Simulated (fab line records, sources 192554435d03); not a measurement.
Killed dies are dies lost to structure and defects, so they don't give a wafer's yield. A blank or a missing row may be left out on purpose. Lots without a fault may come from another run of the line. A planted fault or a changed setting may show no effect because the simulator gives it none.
Chamber matching | flow n5_finfet | N5_BEOL_M1_ILD_DEP_00 on pecvd-01: 3 sister chambers
The step deposits SiOC from DEMS/O2, target thk 79 nm, time 15.3 s. 22 wafers are shown with their chamber, then 11 later ones without.

WAFERS WITH THEIR CHAMBER
wafer  | chamber | throttle_valve_pct (%) | showerhead_plenum_p_Torr (Torr) | heater_power_w (W)
L077.2 | 2       | 11.4                   | 5.664                           | 327
L077.4 | 1       | 13.0                   | 5.692                           | 442
L077.5 | 2       | 11.7                   | 5.649                           | 340
L080.1 | 2       | 11.6                   | 5.659                           | 387
L080.3 | 0       | 13.7                   | 5.662                           | 459
L080.4 | 2       | 11.5                   | 5.655                           | 396
L082.1 | 1       | 13.2                   | 5.697                           | 448
L082.3 | 0       | 13.5                   | 5.672                           | 519
L082.4 | 0       | 13.5                   | 5.665                           | 526
L081.1 | 1       | 13.0                   | 5.685                           | 431
L081.2 | 2       | 11.5                   | 5.680                           | 415
L081.5 | 2       | 11.5                   | 5.662                           | 416
L083.1 | 0       | 13.3                   | 5.663                           | 408
L083.3 | 2       | 11.8                   | 5.667                           | 417
L083.6 | 2       | 11.6                   | 5.680                           | 414
L084.1 | 0       | 13.6                   | 5.645                           | 418
L084.3 | 1       | 13.0                   | 5.688                           | 454
L084.4 | 1       | 13.2                   | 5.672                           | 364
L086.1 | 2       | 11.7                   | 5.665                           | 399
L086.2 | 1       | 13.3                   | 5.679                           | 407
L086.6 | 2       | 11.7                   | 5.662                           | 399
L085.3 | 0       | 13.2                   | 5.664                           | 473

SIGNATURES (means of the wafers above)
reading                  | chamber 0 | chamber 1 | chamber 2 | scatter within a chamber
throttle_valve_pct       | 13.467    | 13.117    | 11.600    | 0.145
showerhead_plenum_p_Torr | 5.66183   | 5.68550   | 5.66430   | 0.00937
heater_power_w           | 467.17    | 424.33    | 391.00    | 37.8
Rule: a wafer's distance from a chamber is the root of the sum, over the readings, of the square of ((its reading less the chamber's mean) divided by the reading's scatter). The wafer belongs to the nearest chamber; if the next one is less than 2 further off, it can't be placed. The scatter: the root of (the sum of the squares of (reading less its chamber's mean) over the shown wafers, divided by (wafers less chambers)).

WAFERS WITHOUT THEIR CHAMBER
wafer  | throttle_valve_pct (%) | showerhead_plenum_p_Torr (Torr) | heater_power_w (W)
L085.4 | 13.0                   | 5.688                           | 417
L085.6 | 11.5                   | 5.669                           | 383
L091.1 | 11.9                   | 5.672                           | 370
L091.2 | 13.5                   | 5.661                           | 478
L091.4 | 13.4                   | 5.666                           | 492
L094.1 | 11.7                   | 5.650                           | 375
L094.3 | 13.5                   | 5.666                           | 433
L094.4 | 11.9                   | 5.657                           | 367
L096.1 | 13.8                   | 5.680                           | 535
L096.5 | 11.9                   | 5.657                           | 388
L096.6 | 13.7                   | 5.670                           | 525

WHICH CHAMBER EACH WENT THROUGH
wafer  | from the rows above | in truth
L085.4 | 1                   | 1
L085.6 | 2                   | 2
L091.1 | 2                   | 2
L091.2 | 0                   | 0
L091.4 | 0                   | 0
L094.1 | 2                   | 2
L094.3 | 0                   | 0
L094.4 | 2                   | 2
L096.1 | 0                   | 0
L096.5 | 2                   | 2
L096.6 | 0                   | 0
Placed correctly: 11 of 11. Can't be placed from these rows: 0. Placed wrongly: 0.
